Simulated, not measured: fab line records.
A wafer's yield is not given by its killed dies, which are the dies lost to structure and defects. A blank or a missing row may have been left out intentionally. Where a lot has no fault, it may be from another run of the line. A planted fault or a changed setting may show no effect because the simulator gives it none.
Matching of chambers / flow nand harc / NHARC_A_BONDPAD_DESCUM_11 on rie diel-13 has 4 sister chambers
The step chemistry O2, time 3 s. 14 wafers are shown with their chamber, then 7 later ones without.

== WAFERS WITH THEIR CHAMBER ==
wafer=L479.1; chamber=1; showerhead plenum p Torr (Torr)=1.78; oes product au (a.u.)=1.011; rf vpp V (V)=57.4
wafer=L479.4; chamber=0; showerhead plenum p Torr (Torr)=1.79; oes product au (a.u.)=1.003; rf vpp V (V)=57.2
wafer=L479.5; chamber=1; showerhead plenum p Torr (Torr)=1.78; oes product au (a.u.)=1.019; rf vpp V (V)=57.8
wafer=L480.2; chamber=2; showerhead plenum p Torr (Torr)=2.04; oes product au (a.u.)=1.012; rf vpp V (V)=59.1
wafer=L480.3; chamber=3; showerhead plenum p Torr (Torr)=1.80; oes product au (a.u.)=0.997; rf vpp V (V)=59.1
wafer=L480.4; chamber=1; showerhead plenum p Torr (Torr)=1.78; oes product au (a.u.)=1.015; rf vpp V (V)=57.6
wafer=L483.3; chamber=3; showerhead plenum p Torr (Torr)=1.80; oes product au (a.u.)=1.019; rf vpp V (V)=56.6
wafer=L483.5; chamber=3; showerhead plenum p Torr (Torr)=1.79; oes product au (a.u.)=1.012; rf vpp V (V)=57.9
wafer=L483.6; chamber=0; showerhead plenum p Torr (Torr)=1.79; oes product au (a.u.)=1.002; rf vpp V (V)=56.9
wafer=L484.1; chamber=0; showerhead plenum p Torr (Torr)=1.79; oes product au (a.u.)=1.003; rf vpp V (V)=57.0
wafer=L484.4; chamber=3; showerhead plenum p Torr (Torr)=1.79; oes product au (a.u.)=1.001; rf vpp V (V)=59.3
wafer=L484.6; chamber=1; showerhead plenum p Torr (Torr)=1.78; oes product au (a.u.)=1.022; rf vpp V (V)=57.1
wafer=L485.3; chamber=0; showerhead plenum p Torr (Torr)=1.79; oes product au (a.u.)=0.984; rf vpp V (V)=57.1
wafer=L485.4; chamber=2; showerhead plenum p Torr (Torr)=2.04; oes product au (a.u.)=1.010; rf vpp V (V)=57.3

SIGNATURES, as means of the wafers listed above
reading=showerhead plenum p Torr; chamber 0=1.7900; chamber 1=1.7800; chamber 2=2.0400; chamber 3=1.7950; scatter within a chamber=0.00316
reading=oes product au; chamber 0=0.99800; chamber 1=1.01675; chamber 2=1.01100; chamber 3=1.00725; scatter within a chamber=0.00798
reading=rf vpp V; chamber 0=57.050; chamber 1=57.475; chamber 2=58.200; chamber 3=58.225; scatter within a chamber=0.813
Rule: a wafer's distance from a chamber is the root of the sum, over the readings, of the square of ((its reading less the chamber's mean) divided by the reading's scatter). If the next closest chamber is less than 2 further off than the closest, the wafer can't be placed; otherwise it belongs to the closest. The scatter is the square root of a quotient: the sum, over the shown wafers, of each reading's squared deviation from its chamber's mean, divided by wafers minus chambers.

== WAFERS MISSING THEIR CHAMBER ==
wafer=L485.6; showerhead plenum p Torr (Torr)=1.79; oes product au (a.u.)=0.990; rf vpp V (V)=57.6
wafer=L487.1; showerhead plenum p Torr (Torr)=1.79; oes product au (a.u.)=0.994; rf vpp V (V)=57.0
wafer=L487.4; showerhead plenum p Torr (Torr)=2.04; oes product au (a.u.)=1.008; rf vpp V (V)=59.2
wafer=L487.5; showerhead plenum p Torr (Torr)=1.79; oes product au (a.u.)=0.993; rf vpp V (V)=58.0
wafer=L498.1; showerhead plenum p Torr (Torr)=1.79; oes product au (a.u.)=0.971; rf vpp V (V)=56.5
wafer=L498.3; showerhead plenum p Torr (Torr)=1.79; oes product au (a.u.)=1.009; rf vpp V (V)=58.1
wafer=L498.4; showerhead plenum p Torr (Torr)=1.78; oes product au (a.u.)=0.990; rf vpp V (V)=56.7

== WHICH CHAMBER EACH ONE RAN IN ==
wafer=L485.6; from the rows above=can't be placed: 0 or 3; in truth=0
wafer=L487.1; from the rows above=0; in truth=0
wafer=L487.4; from the rows above=2; in truth=2
wafer=L487.5; from the rows above=can't be placed: 0 or 3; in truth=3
wafer=L498.1; from the rows above=can't be placed: 0 or 3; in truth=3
wafer=L498.3; from the rows above=can't be placed: 3 or 0 or 1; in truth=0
wafer=L498.4; from the rows above=can't be placed: 0 or 1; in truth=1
Correct placement for 2 of the 7. Unplaceable from these rows: 5, with the true chamber sitting among the candidates in 5. 0 placed wrongly.
